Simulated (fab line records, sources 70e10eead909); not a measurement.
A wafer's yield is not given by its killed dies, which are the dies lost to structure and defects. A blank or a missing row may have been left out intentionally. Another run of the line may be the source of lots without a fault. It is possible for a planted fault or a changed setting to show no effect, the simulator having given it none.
A single fault, viewed from 2 desks | flow nand_harc | what lay behind the numbers comes last; until then each desk has only its own

== METROLOGY DESK ==
Lot by lot, what the gauges showed, no matter which tool ran the lot: averages of those sampled wafers that carry a number. Marked OUT: a lot whose mean sits more than 4 standard deviations from the usual mean, which makes it out of limits; the brackets give that distance.
Columns: A = overlay_x_nm at NHARC_P_M2_OVL_MEAS_10, usual -0.2 nm; B = overlay_y_nm at NHARC_P_M2_OVL_MEAS_10, usual 0.0 nm
lot  | first seen here | A    | B
L449 | day 6 12:55     | -0.4 | 0.5
L450 | day 6 18:42     | -0.9 | -1.0
L452 | day 7 21:33     | 0.1  | 1.2
L454 | day 8 18:10     | 2.0  | 0.2
L458 | day 10 08:41    | -3.0 | 0.0
L460 | day 11 10:16    | -0.7 | 0.5
L463 | day 12 07:41    | 0.2  | -0.3
L462 | day 12 10:38    | -0.2 | -0.1
L466 | day 13 11:43    | 0.7  | -0.2
L469 | day 14 20:55    | 1.2  | -1.0
L471 | day 15 19:01    | -0.2 | 1.8
L472 | day 16 03:50    | -0.9 | -1.7
This desk found nothing out of limits on any of the 12 lots.

== THE DEFECT DESK ==
Per lot, the means of the sampled wafers with a number show what the inspections along the route counted. Marked OUT: a lot whose mean sits more than 4 standard deviations from the usual mean, which makes it out of limits; the brackets give that distance.
Columns: A = raw_defect_count at NHARC_P_M2_INSPECT_11, usual 5.1
lot  | first seen here | A
L449 | day 6 12:56     | 5.0
L450 | day 6 18:44     | 8.3
L452 | day 7 21:35     | 4.0
L454 | day 8 18:13     | 5.7
L458 | day 10 08:43    | 2.3
L460 | day 11 10:17    | 5.0
L463 | day 12 07:43    | 3.7
L462 | day 12 10:40    | 3.3
L466 | day 13 11:46    | 2.3
L469 | day 14 20:57    | 381.7 (+99 or more) OUT
L471 | day 15 19:03    | 3.7
L472 | day 16 03:53    | 8.7
This desk's verdict: out of limits on L469, starting with L469 at day 14 20:57 (raw_defect_count at NHARC_P_M2_INSPECT_11). Within limits: L449, L450, L452, L454, L458, L460, L463, L462, L466, L471, L472.

== BROUGHT TOGETHER ==
The defect desk could have raised an alarm at day 14 20:57, on L469.
At the metrology desk, nothing out of limits was observed.
The metrology desk holds a record of L469, inside its limits.
Of the lots named, all ran NHARC_P_M2_DEP_00 on pecvd-03.

== WHAT WAS PUT IN BY THE SIMULATOR ==
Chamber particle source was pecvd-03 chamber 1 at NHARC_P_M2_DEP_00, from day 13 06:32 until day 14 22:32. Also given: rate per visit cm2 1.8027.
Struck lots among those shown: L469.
Hours from the fault's start to each desk's first reading out of limits: the defect desk, 38.
